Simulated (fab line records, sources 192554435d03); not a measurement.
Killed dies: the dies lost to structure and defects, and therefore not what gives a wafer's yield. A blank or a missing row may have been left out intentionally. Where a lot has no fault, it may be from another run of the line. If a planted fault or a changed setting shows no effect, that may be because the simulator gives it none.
Which tool was responsible?    flow n5_finfet    Sampling: 10 lots, 28 wafers, 4 of 1938 route steps

== WHAT EACH GAUGE READ, for each wafer ==
N5_BEOL_M4_RC_MEAS_101.
lot   measured      on         RS_PWELL (ohm/sq)
L779  day 8 06:00   prober-02  2975 2992 2977
L781  day 9 00:01   prober-02  3048 3034 3058
L785  day 9 22:31   prober-01  3053 3024 3043
L786  day 9 22:42   prober-02  3004 3020
L790  day 11 06:01  prober-01  2555 2523 2572
L791  day 11 12:25  prober-01  2494 2512 2520
L792  day 11 12:26  prober-02  2494 2509 2530
L796  day 12 20:33  prober-02  2959 2960
L798  day 12 23:37  prober-02  3036 2999 3035
L801  day 13 18:54  prober-02  2940 2959 2946

== EACH LOT AND THE TOOL THAT RAN IT (in order: tool; ch and the chambers of the sampled wafers; start) ==
lot   N5_ZERO_LAYER_ETCH_18            N5_WELL_APT_DESCUM_13              N5_WELL_APT_IMPLANT_31
L779  rie_si-03 ch 0,1, day 1 19:10    rie_diel-04 ch 0,2,3, day 1 20:19  implanter-01 ch 0, day 1 21:43
L781  rie_si-03 ch 0,2,3, day 2 06:49  rie_diel-04 ch 0,1,3, day 2 07:47  implanter-02 ch 0, day 2 09:02
L785  rie_si-01 ch 1,2,3, day 3 06:47  rie_diel-04 ch 2,3, day 3 07:46    implanter-01 ch 0, day 3 09:04
L786  rie_si-06 ch 1,3, day 3 12:55    rie_diel-04 ch 0,3, day 3 14:02    implanter-01 ch 0, day 3 15:28
L790  rie_si-01 ch 1,2,3, day 4 13:03  rie_diel-04 ch 1,3, day 4 13:55    implanter-01 ch 0, day 4 15:23
L791  rie_si-03 ch 0,2,3, day 4 18:47  rie_diel-05 ch 1,2,3, day 4 19:39  implanter-01 ch 0, day 4 21:10
L792  rie_si-03 ch 0,1, day 5 01:01    rie_diel-01 ch 0,3, day 5 01:53    implanter-01 ch 0, day 5 03:28
L796  rie_si-03 ch 2,3, day 6 01:08    rie_diel-01 ch 0, day 6 02:07      implanter-02 ch 0, day 6 03:31
L798  rie_si-03 ch 2,3, day 6 12:56    rie_diel-05 ch 0,1, day 6 14:29    implanter-02 ch 0, day 6 15:50
L801  rie_si-03 ch 0,1,2, day 7 06:47  rie_diel-04 ch 1,2, day 7 07:50    implanter-02 ch 0, day 7 09:14
- N5_ZERO_LAYER_ETCH_18: etches Si in HBr/Cl2, target depth 120 nm, time 40 s.
- N5_WELL_APT_DESCUM_13: chemistry O2, time 7.9 s.
- N5_WELL_APT_IMPLANT_31

== THE ANSWER, worked out from the rows above alone ==
Rule: the usual values come from the lots themselves. Put in order of their means at a reading, lots are off if they are a third of the lots or fewer, leave a main group of 4 or more, and stand apart from it by a gap of 3 or more times the standard deviation of the main group's means; of several such gaps the widest counts. If all means in a main group match to the digits the tables above print for the reading, that group is not used. A lot without any number at a reading at which 4 lots or more have one is off too. Where the step has rows for the other lots, those lots are counted as sound.
Off: L790, L791, L792, seen at N5_BEOL_M4_RC_MEAS_101 (RS_PWELL). For the main group the mean is 3002 ohm/sq and the standard deviation 36.
If a tool, at a process step before that reading, ran all the lots that are off and no sound lot after the first of them, it fits. Gauges at N5_BEOL_M4_RC_MEAS_101: tried the same way as those tools. One fits: N5_WELL_APT_IMPLANT_31 on implanter-01. A fault onset in the window from L786 (day 3 15:28, its last sound lot) to L790 (day 4 15:23, its first lot off) fits.

== WHAT THE SIMULATOR HAD INSERTED ==
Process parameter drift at N5_WELL_APT_IMPLANT_31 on implanter-01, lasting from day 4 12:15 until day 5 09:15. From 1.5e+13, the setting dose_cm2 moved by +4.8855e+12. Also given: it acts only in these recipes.
Struck lots among those shown: L790, L791, L792. Same finding as the rule above.
